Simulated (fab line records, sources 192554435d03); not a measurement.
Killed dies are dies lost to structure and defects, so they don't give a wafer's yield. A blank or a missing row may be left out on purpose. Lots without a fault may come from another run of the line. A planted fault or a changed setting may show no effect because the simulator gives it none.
Split-lot experiment | flow n5_finfet | 7 lots, 39 wafers read, on a route of 1938 steps

THE SPLIT
At N5_DUMMY_GATE_ETCH_42 (etches SiO2 in CHF3/O2, target depth 3.5 nm, time 31 s), the setting bias_w was moved away from the recipe's 12 W on 15 of the 39 wafers read, by -15.6% to +16.5%. The other wafers ran this setting at the recipe's value.

The reading is taken at the split's own step.

THE READING
rf_vpp_V, in V, at N5_DUMMY_GATE_ETCH_42 (etches SiO2 in CHF3/O2, target depth 3.5 nm, time 31 s). Fault-free wafers of this fab line usually give 42.6 V, standard deviation 1 V.

wafer  | tool, chamber at the split | bias_w as run, W | against the recipe | rf_vpp_V, V | against lot-mates on the recipe
L074.1 | rie_diel-04, 1             | 10.16            | -15.3%             | 36.5        | -6.4
L074.2 | rie_diel-04, 2             | 12               | recipe             | 42.1        | -
L074.3 | rie_diel-04, 0             | 10.16            | -15.3%             | 37.7        | -5.2
L074.4 | rie_diel-04, 1             | 12               | recipe             | 43.3        | -
L074.5 | rie_diel-04, 0             | 12               | recipe             | 43.2        | -
L074.6 | rie_diel-04, 2             | 10.16            | -15.3%             | 37.7        | -5.2
L079.1 | rie_diel-05, 1             | 10.13            | -15.6%             | 38.0        | -4.2
L079.2 | rie_diel-05, 3             | 12               | recipe             | 42.9        | -
L079.3 | rie_diel-05, 2             | 10.13            | -15.6%             | 35.6        | -6.6
L079.4 | rie_diel-05, 0             | 12               | recipe             | 42.2        | -
L079.5 | rie_diel-05, 0             | 10.13            | -15.6%             | 37.6        | -4.6
L079.6 | rie_diel-05, 3             | 12               | recipe             | 41.4        | -
L083.1 | rie_diel-06, 0             | 12               | recipe             | 42.9        | -
L083.2 | rie_diel-06, 2             | 12               | recipe             | 44.7        | -
L083.3 | rie_diel-06, 1             | 12               | recipe             | 41.2        | -
L083.4 | rie_diel-06, 3             | 12               | recipe             | 43.4        | -
L083.5 | rie_diel-06, 3             | 12               | recipe             | 43.6        | -
L083.6 | rie_diel-06, 2             | 12               | recipe             | 44.0        | -
L086.1 | rie_diel-05, 2             | 12               | recipe             | 41.5        | -
L086.2 | rie_diel-05, 0             | 12               | recipe             | 41.9        | -
L086.3 | rie_diel-05, 1             | 12               | recipe             | 42.4        | -
L086.4 | rie_diel-05, 3             | 13.08            | +9.0%              | 45.1        | +3.2
L086.5 | rie_diel-05, 3             | 13.08            | +9.0%              | 45.1        | +3.2
L086.6 | rie_diel-05, 2             | 13.08            | +9.0%              | 44.3        | +2.4
L092.1 | rie_diel-06, 0             | 12               | recipe             | 43.5        | -
L092.2 | rie_diel-06, 3             | 12               | recipe             | 44.5        | -
L092.3 | rie_diel-06, 1             | 12               | recipe             | 42.2        | -
L092.4 | rie_diel-06, 2             | 13.98            | +16.5%             | 47.2        | +3.8
L092.5 | rie_diel-06, 2             | 13.98            | +16.5%             | 48.2        | +4.8
L092.6 | rie_diel-06, 3             | 13.98            | +16.5%             | 48.3        | +4.9
L096.1 | rie_diel-04, 1             | 10.96            | -8.7%              | 38.6        | -5.2
L096.2 | rie_diel-04, 0             | 12               | recipe             | 44.7        | -
L096.3 | rie_diel-04, 3             | 10.96            | -8.7%              | 38.6        | -5.2
L096.4 | rie_diel-04, 2             | 10.96            | -8.7%              | 38.7        | -5.1
L096.5 | rie_diel-04, 3             | 12               | recipe             | 43.7        | -
L096.6 | rie_diel-04, 2             | 12               | recipe             | 43.1        | -
L097.1 | rie_diel-04, 3             | 12               | recipe             | 42.5        | -
L097.4 | rie_diel-04, 2             | 12               | recipe             | 42.4        | -
L097.5 | rie_diel-04, 3             | 12               | recipe             | 41.5        | -

THE FIT
A straight line over all 39 wafers: rf_vpp_V changes by +0.341 V for each +1% of bias_w; r = +0.94; the points scatter about the line by 1 V.
The same after taking each lot's own level away (the mean of its wafers on the recipe; 39 wafers): +0.338 V for each +1%; r = +0.95; scatter 0.99 V.
On that fit, the largest move of bias_w shifts the reading by 5.6 V.
The lots' own levels span 41.93 to 43.83 V, that is 1.9 times the standard deviation above.
So the lot-to-lot level changes the slope little: the two slopes agree.
Check: with one of the wafers moved furthest among these (+16.5%) left out of the fit, the line predicts +5.54 V for it against its lot-mates. It came out at +3.8 V against them.
Tool readings at the split's step, against how far the setting was moved: rf_vpp_V r = +0.94.

OTHER SPLITS ON THESE WAFERS
These wafers also went through other splits before the reading. Each is held against what the fit with the lots' levels taken away leaves over:
other split on the same wafers    | wafers away from the commonest value | r with rf_vpp_V (lot level and that fit taken away)
N5_FIN_SAQP_SPACER1_ALD_24 temp_c | 9                                    | -0.25
N5_DUMMY_GATE_EXPOSE_12 dose_mj   | 12                                   | -0.25
N5_DUMMY_GATE_ETCH_32 time_s      | 15                                   | +0.14

THE FILE'S OWN FIT
rf_vpp_V changes by +0.342 V for each +1% of bias_w, r = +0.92.
